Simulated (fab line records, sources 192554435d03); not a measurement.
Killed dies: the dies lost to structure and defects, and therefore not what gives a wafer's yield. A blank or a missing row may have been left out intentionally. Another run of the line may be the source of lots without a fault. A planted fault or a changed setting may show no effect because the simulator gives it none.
Chamber matching | flow n5Finfet | rieDiel-02 running N5_BEOL_M8_STRIP_36: 4 sister chambers
The step strips in N2/H2. 4 wafers are shown with their chamber, then 10 later ones without.

## EACH WAFER AND ITS CHAMBER
wafer  | chamber | drypumpMotorCurrentA (A)
L083.6 | 1       | 5.5
L089.6 | 3       | 5.1
L092.1 | 0       | 5.2
L092.2 | 2       | 6.5

## WAFERS WITHOUT THEIR CHAMBER
wafer  | drypumpMotorCurrentA (A)
L092.3 | 5.5
L092.4 | 5.1
L092.5 | 5.5
L092.6 | 5.3
L093.1 | 5.1
L093.4 | 6.5
L093.5 | 5.5
L095.1 | 5.3
L095.3 | 5.5
L095.4 | 5.1

## WHICH CHAMBER EACH ONE RAN IN
wafer  | from the rows above | in truth
L092.3 | 1                   | 1
L092.4 | 3                   | 3
L092.5 | 1                   | 1
L092.6 | 0                   | 0
L093.1 | 3                   | 3
L093.4 | 2                   | 2
L093.5 | 1                   | 1
L095.1 | 0                   | 0
L095.3 | 1                   | 1
L095.4 | 3                   | 3
10 of 10 placed correctly. Number that these rows cannot place: 0. Placed wrongly: 0.
How it was worked out, from the rows above alone: a wafer's distance from a chamber is the root of the sum, over the readings, of the square of ((its reading less the chamber's mean) divided by the reading's scatter). The wafer belongs to the nearest chamber; if the next one is less than 2 further off, it can't be placed. Each chamber's mean is taken over the wafers shown for it. The scatter: with one shown wafer a chamber, the root of the mean of the squares of how far each hidden wafer lies from its nearest shown one.
